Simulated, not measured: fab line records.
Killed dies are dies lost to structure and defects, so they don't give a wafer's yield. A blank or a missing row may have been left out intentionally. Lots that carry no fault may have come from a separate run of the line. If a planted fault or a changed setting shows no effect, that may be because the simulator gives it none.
Which tool was responsible? || flow n5-finfet || 14 lots with 42 wafers sampled at 2 steps, on a route of 1938 steps

WHAT EACH GAUGE READ, for each wafer
N5_BEOL_M8_CD_MEAS_18: pitch 80 nm, target cd 40 nm. Usual: cd-nm 40.0 nm, standard deviation 0.5.
{"lot": "L700", "measured": "day 9 13:32", "on": "cd-sem-01", "cd-nm (nm)": "39.6 40.1 40.0", "flag": ""}
{"lot": "L699", "measured": "day 9 13:41", "on": "cd-sem-03", "cd-nm (nm)": "39.1 39.9 39.1", "flag": ""}
{"lot": "L702", "measured": "day 10 12:30", "on": "cd-sem-03", "cd-nm (nm)": "40.5 40.0 40.7", "flag": ""}
{"lot": "L704", "measured": "day 10 15:44", "on": "cd-sem-03", "cd-nm (nm)": "40.0 40.7 40.1", "flag": ""}
{"lot": "L707", "measured": "day 12 03:49", "on": "cd-sem-03", "cd-nm (nm)": "39.7 39.7 39.5", "flag": ""}
{"lot": "L708", "measured": "day 12 10:16", "on": "cd-sem-01", "cd-nm (nm)": "39.7 39.8 40.1", "flag": ""}
{"lot": "L711", "measured": "day 13 06:53", "on": "cd-sem-03", "cd-nm (nm)": "40.0 40.0 40.7", "flag": ""}
{"lot": "L709", "measured": "day 13 07:09", "on": "cd-sem-01", "cd-nm (nm)": "40.2 40.1 40.3", "flag": ""}
{"lot": "L710", "measured": "day 13 08:10", "on": "cd-sem-02", "cd-nm (nm)": "40.9 40.6 39.8", "flag": ""}
{"lot": "L714", "measured": "day 13 19:00", "on": "cd-sem-02", "cd-nm (nm)": "40.6 39.9 40.4", "flag": ""}
{"lot": "L713", "measured": "day 13 19:04", "on": "cd-sem-01", "cd-nm (nm)": "39.3 39.1 39.8", "flag": ""}
{"lot": "L715", "measured": "day 14 04:35", "on": "cd-sem-01", "cd-nm (nm)": "40.2 39.4 39.4", "flag": ""}
{"lot": "L716", "measured": "day 14 04:44", "on": "cd-sem-02", "cd-nm (nm)": "40.1 40.2 39.6", "flag": ""}
{"lot": "L720", "measured": "day 15 14:19", "on": "cd-sem-01", "cd-nm (nm)": "40.2 39.8 40.0", "flag": ""}

EACH LOT AND THE TOOL THAT RAN IT (in order: tool; ch and the chambers of the sampled wafers; start)
{"lot": "L700", "N5_BEOL_M8_HM_DEP_02": "pvd-sputter-03, day 9 12:26"}
{"lot": "L699", "N5_BEOL_M8_HM_DEP_02": "pvd-sputter-03, day 9 12:32"}
{"lot": "L702", "N5_BEOL_M8_HM_DEP_02": "pvd-sputter-01, day 10 11:01"}
{"lot": "L704", "N5_BEOL_M8_HM_DEP_02": "pvd-sputter-01, day 10 14:35"}
{"lot": "L707", "N5_BEOL_M8_HM_DEP_02": "pvd-sputter-01, day 12 02:43"}
{"lot": "L708", "N5_BEOL_M8_HM_DEP_02": "pvd-sputter-03, day 12 09:13"}
{"lot": "L711", "N5_BEOL_M8_HM_DEP_02": "pvd-sputter-03, day 13 05:46"}
{"lot": "L709", "N5_BEOL_M8_HM_DEP_02": "pvd-sputter-03, day 13 05:58"}
{"lot": "L710", "N5_BEOL_M8_HM_DEP_02": "pvd-sputter-03, day 13 07:07"}
{"lot": "L714", "N5_BEOL_M8_HM_DEP_02": "pvd-sputter-02, day 13 17:52"}
{"lot": "L713", "N5_BEOL_M8_HM_DEP_02": "pvd-sputter-02, day 13 17:58"}
{"lot": "L715", "N5_BEOL_M8_HM_DEP_02": "pvd-sputter-01, day 14 03:32"}
{"lot": "L716", "N5_BEOL_M8_HM_DEP_02": "pvd-sputter-02, day 14 03:41"}
{"lot": "L720", "N5_BEOL_M8_HM_DEP_02": "pvd-sputter-02, day 15 13:08"}
- N5_BEOL_M8_HM_DEP_02: deposits TiN, target thk 20 nm.

AS READ BY THE TOOLS THEMSELVES (means over the sampled wafers that have a number; for cases with no such wafer, the mark the record gives instead)
N5_BEOL_M8_HM_DEP_02. Usual: throttle-valve-pct 29.6 %, standard deviation 1.
{"lot": "L700", "tool": "pvd-sputter-03", "throttle-valve-pct (%)": 29.5, "flag": ""}
{"lot": "L699", "tool": "pvd-sputter-03", "throttle-valve-pct (%)": 29.5, "flag": ""}
{"lot": "L702", "tool": "pvd-sputter-01", "throttle-valve-pct (%)": 29.7, "flag": ""}
{"lot": "L704", "tool": "pvd-sputter-01", "throttle-valve-pct (%)": 29.7, "flag": ""}
{"lot": "L707", "tool": "pvd-sputter-01", "throttle-valve-pct (%)": 30.0, "flag": ""}
{"lot": "L708", "tool": "pvd-sputter-03", "throttle-valve-pct (%)": 30.4, "flag": ""}
{"lot": "L711", "tool": "pvd-sputter-03", "throttle-valve-pct (%)": 29.5, "flag": ""}
{"lot": "L709", "tool": "pvd-sputter-03", "throttle-valve-pct (%)": 30.3, "flag": ""}
{"lot": "L710", "tool": "pvd-sputter-03", "throttle-valve-pct (%)": 31.1, "flag": ""}
{"lot": "L714", "tool": "pvd-sputter-02", "throttle-valve-pct (%)": 29.7, "flag": ""}
{"lot": "L713", "tool": "pvd-sputter-02", "throttle-valve-pct (%)": 29.0, "flag": ""}
{"lot": "L715", "tool": "pvd-sputter-01", "throttle-valve-pct (%)": 29.6, "flag": ""}
{"lot": "L716", "tool": "pvd-sputter-02", "throttle-valve-pct (%)": 29.4, "flag": ""}
{"lot": "L720", "tool": "pvd-sputter-02", "throttle-valve-pct (%)": 29.3, "flag": ""}

THE ANSWER, worked out from the rows above alone
Rule: take the mean of a lot's wafers that have a number; if it is more than 3 standard deviations from the usual mean, the lot is off. A lot without any number at a reading at which 4 lots or more have one is off too. The other lots that the step has rows for count as sound. First the gauges in route order, then the tools' own readings, where a lot's mean is used as printed above. The first step at which some lot is off is used, and at that step the reading that is off furthest; a lot without a number counts as furthest.
No lot is off on any of the readings shown, so nothing can be concluded from this.

WHAT HAD BEEN PUT IN BY THE SIMULATOR
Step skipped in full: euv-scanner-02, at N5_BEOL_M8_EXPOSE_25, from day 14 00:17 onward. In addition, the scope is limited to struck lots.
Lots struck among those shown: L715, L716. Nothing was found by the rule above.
